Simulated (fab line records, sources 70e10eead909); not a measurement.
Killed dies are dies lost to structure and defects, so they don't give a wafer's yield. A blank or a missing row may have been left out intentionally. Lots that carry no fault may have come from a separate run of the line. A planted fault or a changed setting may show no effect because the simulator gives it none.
Matching of chambers | flow nand harc | NHARC_A_CHANNEL_FILL_D1_ALD_14 on ald hk-04: 4 sister chambers
The step deposits SiO2, target thk 2.5 nm, pulse time 10 s, ald cycles 25. 8 wafers are shown with their chamber, then 9 later ones without.

## WAFERS PAIRED WITH THEIR CHAMBERS
wafer  | chamber | heater power w (W) | precursor pulse height rel
L075.4 | 2       | 560                | 0.927
L080.5 | 1       | 494                | 0.988
L086.2 | 2       | 531                | 0.994
L086.4 | 1       | 494                | 0.970
L090.3 | 3       | 505                | 0.996
L092.2 | 0       | 400                | 1.033
L092.3 | 3       | 489                | 0.994
L092.5 | 0       | 388                | 0.953

## WAFERS WITH NO CHAMBER GIVEN
wafer  | heater power w (W) | precursor pulse height rel
L095.1 | 487                | 1.005
L095.2 | 398                | 0.997
L095.4 | 496                | 0.970
L096.3 | 484                | 1.002
L096.5 | 496                | 0.989
L096.6 | 556                | 1.007
L097.1 | 547                | 1.015
L097.2 | 493                | 1.023
L097.6 | 496                | 0.962

## WHICH CHAMBER EACH WENT THROUGH
wafer  | from the rows above     | in truth
L095.1 | can't be placed: 3 or 1 | 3
L095.2 | 0                       | 0
L095.4 | can't be placed: 1 or 3 | 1
L096.3 | can't be placed: 1 or 3 | 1
L096.5 | can't be placed: 3 or 1 | 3
L096.6 | 2                       | 2
L097.1 | 2                       | 2
L097.2 | can't be placed: 3 or 1 | 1
L097.6 | can't be placed: 1 or 3 | 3
Correctly placed: 3 of 9. Can't be placed from these rows: 6 (the true chamber is among the candidates in 6). Placed wrongly: 0.
How it was worked out, from the rows above alone: a wafer's distance from a chamber is the root of the sum, over the readings, of the square of ((its reading less the chamber's mean) divided by the reading's scatter). If the next closest chamber is less than 2 further off than the closest, the wafer can't be placed; otherwise it belongs to the closest. The mean given for a chamber averages the wafers shown for that chamber. The scatter: take each reading less its chamber's mean, square it, sum over the shown wafers, divide by the number of wafers less the number of chambers, and take the root.
